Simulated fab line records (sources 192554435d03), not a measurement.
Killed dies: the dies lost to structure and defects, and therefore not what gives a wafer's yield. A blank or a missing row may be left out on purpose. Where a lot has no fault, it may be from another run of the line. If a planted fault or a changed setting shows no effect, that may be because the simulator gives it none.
Chamber matching | flow n5 finfet | pecvd-01 running N5_BEOL_M0_SAQP_PECVD_96: 3 sister chambers
The step deposits a-Si from SiH4/He, target thk 45 nm, time 45.2 s. 14 wafers are shown with their chamber, then 7 later ones without.

## WAFERS PAIRED WITH THEIR CHAMBERS
wafer  | chamber | showerhead vpp V (V) | showerhead plenum p Torr (Torr) | throttle valve pct (%)
L075.2 | 0       | 588                  | 5.78                            | 18.1
L075.3 | 1       | 695                  | 5.78                            | 17.7
L075.4 | 0       | 586                  | 5.77                            | 18.1
L078.3 | 1       | 683                  | 5.78                            | 18.0
L078.4 | 2       | 640                  | 5.67                            | 19.4
L078.5 | 0       | 594                  | 5.77                            | 18.3
L079.1 | 1       | 671                  | 5.78                            | 17.9
L079.4 | 1       | 679                  | 5.79                            | 17.9
L079.6 | 2       | 635                  | 5.68                            | 19.4
L087.4 | 0       | 602                  | 5.78                            | 18.1
L087.5 | 2       | 639                  | 5.68                            | 19.4
L087.6 | 1       | 685                  | 5.79                            | 18.1
L088.1 | 2       | 636                  | 5.69                            | 19.7
L088.2 | 1       | 684                  | 5.76                            | 18.0

SIGNATURES (means of the wafers above)
reading                  | chamber 0 | chamber 1 | chamber 2 | scatter within a chamber
showerhead vpp V         | 592.50    | 682.83    | 637.50    | 6.61
showerhead plenum p Torr | 5.7750    | 5.7800    | 5.6800    | 0.00905
throttle valve pct       | 18.150    | 17.933    | 19.475    | 0.132
Rule: for each reading, subtract the chamber's mean from the wafer's reading, divide by that reading's scatter and square the result; add these up over the readings and take the root, which gives the wafer's distance from the chamber. The wafer belongs to the nearest chamber; if the next one is less than 2 further off, it can't be placed. The scatter is the square root of a quotient: the sum, over the shown wafers, of each reading's squared deviation from its chamber's mean, divided by wafers minus chambers.

## WAFERS WITH NO CHAMBER GIVEN
wafer  | showerhead vpp V (V) | showerhead plenum p Torr (Torr) | throttle valve pct (%)
L088.6 | 645                  | 5.69                            | 19.4
L093.1 | 648                  | 5.68                            | 19.3
L093.3 | 674                  | 5.77                            | 17.9
L093.5 | 633                  | 5.68                            | 19.6
L097.2 | 649                  | 5.67                            | 20.0
L097.3 | 604                  | 5.78                            | 18.0
L097.4 | 650                  | 5.69                            | 19.8

## CHAMBER TAKEN BY EACH
wafer  | from the rows above | in truth
L088.6 | 2                   | 2
L093.1 | 2                   | 2
L093.3 | 1                   | 1
L093.5 | 2                   | 2
L097.2 | 2                   | 2
L097.3 | 0                   | 0
L097.4 | 2                   | 2
Correct placement for 7 of the 7. Number that these rows cannot place: 0. Placed wrongly: 0.
